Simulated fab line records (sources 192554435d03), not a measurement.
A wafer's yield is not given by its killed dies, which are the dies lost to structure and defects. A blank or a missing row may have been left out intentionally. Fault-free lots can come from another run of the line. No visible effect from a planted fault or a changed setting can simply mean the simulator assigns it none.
Chamber matching -- flow n5Finfet -- pecvd-01 running N5_BEOL_M7_ILD_DEP_00: 3 sister chambers
The step deposits SiCOH lowk from DEMS/porogen, target thk 179.75 nm, time 33.4 s. 6 wafers are shown with their chamber, then 10 later ones without.

WAFERS WITH THEIR CHAMBER
wafer,chamber,throttleValvePct (%),heaterPowerW (W)
L084.1,1,14.1,298
L088.1,0,13.1,492
L088.2,1,14.6,345
L088.3,2,13.4,252
L085.4,2,12.9,269
L085.5,0,13.4,473

WAFERS WITHOUT THEIR CHAMBER
wafer,throttleValvePct (%),heaterPowerW (W)
L085.6,14.4,374
L089.1,13.3,395
L089.3,13.2,285
L089.4,13.1,292
L093.1,13.3,302
L093.4,14.2,384
L093.6,13.5,424
L094.1,13.2,497
L094.2,14.2,326
L094.3,13.3,308

CHAMBER TAKEN BY EACH
wafer,from the rows above,in truth
L085.6,1,1
L089.1,can't be placed: 0 or 1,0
L089.3,2,2
L089.4,2,2
L093.1,can't be placed: 2 or 1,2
L093.4,1,1
L093.6,0,0
L094.1,0,0
L094.2,1,1
L094.3,can't be placed: 2 or 1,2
Placed correctly: 7 of 10. Unplaceable from these rows: 3, with the true chamber sitting among the candidates in 3. 0 placed wrongly.
How it was worked out, from the rows above alone: a wafer's distance from a chamber is the root of the sum, over the readings, of the square of ((its reading less the chamber's mean) divided by the reading's scatter). The wafer belongs to the nearest chamber; if the next one is less than 2 further off, it can't be placed. Each chamber's mean is taken over the wafers shown for it. The scatter: take each reading less its chamber's mean, square it, sum over the shown wafers, divide by the number of wafers less the number of chambers, and take the root.
